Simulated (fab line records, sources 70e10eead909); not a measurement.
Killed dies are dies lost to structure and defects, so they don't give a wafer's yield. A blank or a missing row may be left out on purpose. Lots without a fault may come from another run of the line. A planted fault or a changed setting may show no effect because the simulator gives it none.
A struck lot beside a sound one | flow nand_harc | 15 steps out of a route of 1302
Sound: wafers L605.1, L605.4, L605.5. Struck: wafer L615.2. (L615.1, L615.5 of the same lot were not struck and are left out.) The cause comes at the end.
At each step with rows: each side's tool, then ch and its chambers, then its first start. Under that, the readings that differ: sound wafers | struck wafers | difference of the means | sigmas: that difference in standard deviations of wafers without a fault.
alike: readings whose means differ by less than 2 such deviations, and words and numbers that are the same on both sides. not compared: withheld readings, readings that some wafer has no value for, bounds like >300 that may hide the same value, and numbers for which the record gives no deviation and whose values overlap.
The two part at a step that has a row with sigmas, a row that says differs or no value, or rows on one side only. Numbers that don't overlap but have no deviation are shown without sigmas and don't part them. A reading that every wafer of one side lacks parts them only if that side has two wafers or more.

first, 8 steps without rows for these wafers: NHARC_P_M2_HMDS_02 (time 30 s); NHARC_P_M2_COAT_34 (time 65 s); NHARC_P_M2_COAT_03 (resist thk 90 nm); NHARC_P_M2_SOFTBAKE_04 (time 55 s); NHARC_P_M2_EBR_05; NHARC_P_M2_EXPOSE_06 (exposes mask P M2, target cd 170 nm); NHARC_P_M2_PEB_07 (peb time 65 s); NHARC_P_M2_DEVELOP_08 (develop time 35 s).
NHARC_P_M2_CD_MEAS_09: target cd 170 nm.
  sound on cd_sem-02 ch 0, day 8 00:03; struck on cd_sem-02 ch 0, day 12 13:41
  reading    | sound             | struck | difference | sigmas
  cd_nm (nm) | 170.6 170.0 170.0 | 168.9  | -1.3       | -3
NHARC_P_M2_OVL_MEAS_10: pitch 340 nm.
  sound on overlay-01, day 8 00:08; struck on overlay-02, day 12 13:47
  alike: overlay_x_nm, overlay_y_nm
NHARC_P_M2_INSPECT_11:
  sound on defect_inspect-02, day 8 00:10; struck on defect_inspect-01, day 12 13:49
  alike: raw_defect_count
NHARC_P_M2_DESCUM_14: chemistry O2, time 3 s.
  sound on rie_diel-03 ch 0,3, day 8 00:14; struck on rie_diel-03 ch 0, day 12 13:53
  alike: chamber_pressure_mTorr, drypump_motor_current_A, mfc_ar_sccm, oes_product_au, rf_vpp_V, showerhead_plenum_p_Torr, throttle_valve_pct
  not compared: rf_hours_counter_h
NHARC_P_M2_ETCH_35: etches the open film in N2/H2, target depth 40 nm, overetch 12 nm, time 43.94 s.
  sound on rie_diel-03 ch 1,2,3, day 8 00:19; struck on rie_diel-03 ch 1, day 12 13:58
  reading          | sound          | struck | difference | sigmas
  run_length_s (s) | 64.8 65.3 65.2 | 53.9   | -11.2      | -34
  alike: chamber_pressure_mTorr, drypump_motor_current_A, mfc_ar_sccm, oes_product_au, rf_vpp_V, showerhead_plenum_p_Torr, throttle_valve_pct
  not compared: rf_hours_counter_h
NHARC_P_M2_ETCH_15: etches the open film in C4F8/Ar, target depth 182.5 nm, time 91.2 s.
  sound on rie_diel-03 ch 1,2,3; struck on rie_diel-03 ch 0
  alike: chamber_pressure_mTorr, oes_product_au, rf_vpp_V, run_length_s
  not compared: rf_hours_counter_h
-- the record jumps here: 18 days lie between the struck wafers' starts before and after (it left off in module P_M2 and takes up again in module END, whose first step shown is number 1302 of the route) --
NHARC_END_SORT_01:
  sound on prober-01 ch 0, day 26 16:00; struck on prober-02 ch 0, day 30 16:32
  alike: defect_limited_yield, killed_at_array, killed_at_other, killed_at_periphery, killed_dies, killed_open, killed_short, sort_bin_2_pct, sort_bin_3_pct, sort_bin_4_pct, sort_n_pass, sort_rim_yield_pct, sort_yield_pct

WHERE THEY PART
First at NHARC_P_M2_CD_MEAS_09; last, within this record, at NHARC_P_M2_ETCH_35. Later steps at which nothing parts them and some readings are alike: NHARC_P_M2_ETCH_15, NHARC_END_SORT_01.

WHY: what the simulator had put in
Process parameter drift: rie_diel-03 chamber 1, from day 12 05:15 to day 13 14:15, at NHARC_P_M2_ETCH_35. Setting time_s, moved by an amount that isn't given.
